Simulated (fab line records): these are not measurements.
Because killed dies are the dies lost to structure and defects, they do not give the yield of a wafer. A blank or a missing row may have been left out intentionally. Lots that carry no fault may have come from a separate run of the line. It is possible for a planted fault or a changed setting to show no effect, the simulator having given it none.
The tool behind it: which one? ; flow nand-harc ; 33 wafers from 11 lots sampled at 2 of the route's 1302 steps

== WHAT EACH GAUGE READ, for each wafer ==
NHARC_P_M1_THK_MEAS_24: measures by xrf.
lot;measured;on;thk-nm (nm)
L075;day 6 17:39;film-metro-01;158.6 157.2 159.2
L077;day 7 08:37;film-metro-02;158.1 156.6 156.5
L079;day 8 08:31;film-metro-02;159.5 156.4 155.1
L081;day 9 00:58;film-metro-02;159.3 156.7 159.5
L083;day 9 22:51;film-metro-01;158.4 158.2 156.9
L085;day 10 23:26;film-metro-02;159.3 157.9 158.4
L087;day 11 13:16;film-metro-01;158.2 157.5 159.0
L090;day 13 06:16;film-metro-01;157.0 158.5 158.2
L092;day 13 15:24;film-metro-02;156.0 157.6 154.4
L094;day 14 21:17;film-metro-02;159.2 158.8 157.4
L097;day 16 03:58;film-metro-01;160.2 159.0 157.5

== TOOL THAT RAN EACH LOT (tool first, then ch and the chambers of the sampled wafers, then the start) ==
lot;NHARC_P_CONTACT_ETCH_31
L075;rie-diel-09 ch 0,2, day 6 17:39 or earlier
L077;rie-diel-09 ch 2,3, day 7 08:37 or earlier
L079;rie-diel-11 ch 0,1,2, day 8 08:31 or earlier
L081;rie-diel-08 ch 0,2, day 9 00:58 or earlier
L083;rie-diel-08 ch 0,2, day 9 22:51 or earlier
L085;rie-diel-09 ch 0,1,3, day 10 23:26 or earlier
L087;rie-diel-09 ch 1,2,3, day 11 13:16 or earlier
L090;rie-diel-09 ch 0,2, day 13 06:16 or earlier
L092;rie-diel-11 ch 0,1,3, day 13 15:24 or earlier
L094;rie-diel-08 ch 0,1,2, day 14 21:17 or earlier
L097;rie-diel-09 ch 0,2,3, day 16 03:58 or earlier
- NHARC_P_CONTACT_ETCH_31: etches the open film in CH3F/O2, target depth 30 nm, time 85.7 s.

== THE ANSWER, worked out from the rows above alone ==
Rule: usual is defined by the lots themselves. The widest of any qualifying gaps counts: lots, ordered by their means at a reading, are off when they make up no more than a third of the lots, leave a main group of 4 or more, and stand apart from it by 3 or more times the standard deviation of that group's means. If all means in a main group match to the digits the tables above print for the reading, that group is not used. Also off: a lot with no number at a reading for which 4 or more lots have one. All remaining lots with rows at the step are treated as sound.
Nothing can be told from this: no lot is off at any reading shown.

== WHAT HAD BEEN PUT IN BY THE SIMULATOR ==
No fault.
